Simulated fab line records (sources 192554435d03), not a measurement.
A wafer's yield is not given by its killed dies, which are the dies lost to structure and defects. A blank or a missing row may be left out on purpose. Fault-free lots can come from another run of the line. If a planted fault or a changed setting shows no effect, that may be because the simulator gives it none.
Code-filled problem report in 8D (eight disciplines) form    flow n5_finfet    the parts of the form that need people (team, actions taken, sign-off) are left out

== 1. THE ISSUE ==
At N5_BEOL_M8_OCD_MEAS_38, trench_depth_nm averages 127.5 nm over 2 wafers from 2 lots, while fault-free wafers read 92.9 nm, standard deviation 1.8. That is +19 standard deviations from the usual mean.
First seen on wafer L473.5, day 12 02:34, on ocd-02. The record holds 26 wafers of 9 lots with a number at this step. Rule for "out", or "out of limits": more than 4 standard deviations from the usual mean. The rest of the wafers with a number are treated as sound.

== 2. WHAT IT IS, AND WHAT IT ISN'T ==
question                     is                 is not
which readings at this step  trench_depth_nm    -
which lots                   L473, L475         L466, L467, L469, L482, L484, L486, L487
which wafers of those lots   L473.5, L475.5     L473.2, L475.2, L475.3
read on which gauges         ocd-01, ocd-02     -
when                         from day 12 02:34  up to then (10 sound wafers); but 14 sound wafers of L475, L482, L484, L486, L487 came after

== 3. THE SUSPECTS, EACH WITH WHAT RULES IT OUT ==
Counting: a tool at a process step up to the reading stays a suspect if it ran every lot that is out. Sound lots after the first of them don't rule it out here, since some wafers of a struck lot are sound.
- the gauge at N5_BEOL_M8_OCD_MEAS_38 is ruled out. 2 gauges (ocd-01, ocd-02) read the wafers that are out.
- rie_diel-02 at N5_BEOL_M8_STRIP_19 (strips in O2): kept. Ran every lot that is out, first one L473 (day 11 22:05); last sound lot up to then L467 (day 9 23:29).
- rie_diel-02 at N5_BEOL_M8_DESCUM_33 (chemistry O2, time 7 s): kept. Ran every lot that is out, first one L473 (day 12 02:08); last sound lot up to then L469 (day 11 01:35).
- rie_diel-02 at N5_BEOL_M8_TRENCH_ETCH_37 (etches SiCOH lowk in C4F6/O2, target depth 93.478 nm, time 31.2 s): kept. Ran every lot that is out, first one L473 (day 12 02:25); last sound lot up to then L469 (day 11 01:51).
Left after counting: rie_diel-02 at N5_BEOL_M8_STRIP_19, rie_diel-02 at N5_BEOL_M8_DESCUM_33, rie_diel-02 at N5_BEOL_M8_TRENCH_ETCH_37.

== 4. THE CAUSE (what the simulator had put in) ==
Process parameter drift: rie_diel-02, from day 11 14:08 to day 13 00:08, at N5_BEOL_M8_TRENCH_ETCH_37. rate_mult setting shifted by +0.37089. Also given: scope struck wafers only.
Counting leaves 3 suspects; this tool is one of them.

== 5. THE CHAIN OF EFFECTS, in route order ==
Each row: a reading where the mean over the struck wafers with a number is more than 3 standard deviations away from the usual. Only readings for which the record gives a usual standard deviation are gone through. hours: the time from each lot's start at the first step in this table that gives one to its start at this step, as a median over the lots. sigmas: the change in usual standard deviations.
hours  step                    reading          usual         on struck wafers  change  sigmas
0      N5_BEOL_M8_OCD_MEAS_38  trench_depth_nm  92.9 nm       127.5             +34.5   +19
2      N5_BEOL_M8_THK_MEAS_53  M8_THK           79.6 nm       115.5             +35.9   +18
2      N5_BEOL_M8_RS_MEAS_57   M8_RS            0.288 ohm/sq  0.188             -0.100  -11

== 6. HOW IT WOULD HAVE BEEN CAUGHT EARLIER ==
In this record the first reading out of limits at a measuring or inspecting step was taken at day 12 02:34, 12 hours after the fault began at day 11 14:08.
An alarm limit of 4 standard deviations would not have fired on the tool readings at N5_BEOL_M8_TRENCH_ETCH_37 for which the record gives a usual standard deviation, since none of them was out on any struck wafer.
Lots out: 2; of these, L475 started N5_BEOL_M8_TRENCH_ETCH_37 on rie_diel-02 after day 12 02:34. A hold on the tool at that time would have spared it.
